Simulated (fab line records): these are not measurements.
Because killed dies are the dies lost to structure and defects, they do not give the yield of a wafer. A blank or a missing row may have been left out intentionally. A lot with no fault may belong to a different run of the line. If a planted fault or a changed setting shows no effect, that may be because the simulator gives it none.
Comparing a struck lot with a sound one || flow nand-harc || 17 out of 1159 route steps
Sound: these wafers, L613.1, L613.3, L613.5. Wafers struck: L621.2, L621.4, L621.6. The cause comes at the end.
For every step that has rows: the tool of each side, followed by ch and its chambers, followed by its first start. Under that, the readings that differ: sound wafers || struck wafers || difference of the means || sigmas: that difference in standard deviations of wafers without a fault.
alike: words and numbers the same on both sides, and readings whose means are apart by under 2 such deviations; not compared: readings that were withheld, readings missing a value for some wafer, numbers with overlapping values and no deviation given by the record, and bounds like >300 which may hide the same value.
The two part at a step that has a row with sigmas, a row that says differs or no value, or rows on one side only. Non-overlapping numbers with no deviation appear without sigmas and do not part them. A reading that every wafer of one side lacks parts them only if that side has two wafers or more.

NHARC_P_ZERO_WELL_CD_MEAS_24: the cd target is 720 nm.
  sound on cd-sem-03 ch 0, day 1 20:38; struck on cd-sem-03 ch 0, day 3 20:41
  alike: cd-nm
then, 1 step without rows for these wafers: NHARC_P_ZERO_WELL_HARDBAKE_25 (time 80 s).
NHARC_P_ZERO_WELL_DESCUM_26: chemistry O2, time 3 s.
  sound on rie-diel-07 ch 0,1,3, day 1 20:49; struck on rie-diel-07 ch 2,3, day 3 20:52
  alike: drypump-motor-current-A, oes-product-au, rf-vpp-V, showerhead-plenum-p-Torr, throttle-valve-pct
  not compared: rf-hours-counter-h
then, 9 steps without rows for these wafers: NHARC_P_ZERO_WELL_IMPLANT_27; NHARC_P_ZERO_WELL_IMPLANT_57; NHARC_P_ZERO_WELL_IMPLANT_58; NHARC_P_ZERO_WELL_STRIP_28 (strips in SPM, time 840 s); NHARC_P_ZERO_WELL_DEHYDRATE_29 (time 120 s); NHARC_P_ZERO_WELL_HMDS_30 (time 30 s); NHARC_P_ZERO_WELL_COAT_31; NHARC_P_ZERO_WELL_SOFTBAKE_32 (time 95 s); NHARC_P_ZERO_WELL_EBR_33.
NHARC_P_ZERO_WELL_EXPOSE_34: exposes mask P PWELL, target cd 720 nm.
  sound on krf-scanner-03 ch 0, day 2 14:16; struck on krf-scanner-03 ch 0, day 3 22:11
{"reading": "mask", "sound": "P_PWELL#0 P_PWELL#0 P_PWELL#0", "struck": "P_PWELL_R1#0 P_PWELL_R1#0 P_PWELL_R1#0", "difference": "differs", "sigmas": ""}
  alike: exposure-dose-mJ-cm2
then, 2 steps without rows for these wafers: NHARC_P_ZERO_WELL_PEB_35 (peb time 85 s); NHARC_P_ZERO_WELL_DEVELOP_36 (time 70 s).
NHARC_P_ZERO_WELL_CD_MEAS_37: the cd target is 720 nm.
  sound on cd-sem-02 ch 0, day 2 14:25; struck on cd-sem-02 ch 0
{"reading": "cd-nm (nm)", "sound": "718.3 719.0 718.4", "struck": "727.3 727.4 727.1", "difference": "+8.7", "sigmas": "+5"}
  not compared: hold
-- jump in the record: it breaks off in module P_ZERO_WELL and resumes in module END (first step shown: number 1159 of the route), and 18 days separate the struck wafers' starts before and after --
NHARC_END_SORT_01:
  here the record holds rows for the struck wafers (prober-01 ch 0, day 22 07:48) but none for the sound ones

## WHERE THEY PART
Last at NHARC_END_SORT_01 as far as this record goes, first at NHARC_P_ZERO_WELL_EXPOSE_34.

WHY: what had been put in by the simulator
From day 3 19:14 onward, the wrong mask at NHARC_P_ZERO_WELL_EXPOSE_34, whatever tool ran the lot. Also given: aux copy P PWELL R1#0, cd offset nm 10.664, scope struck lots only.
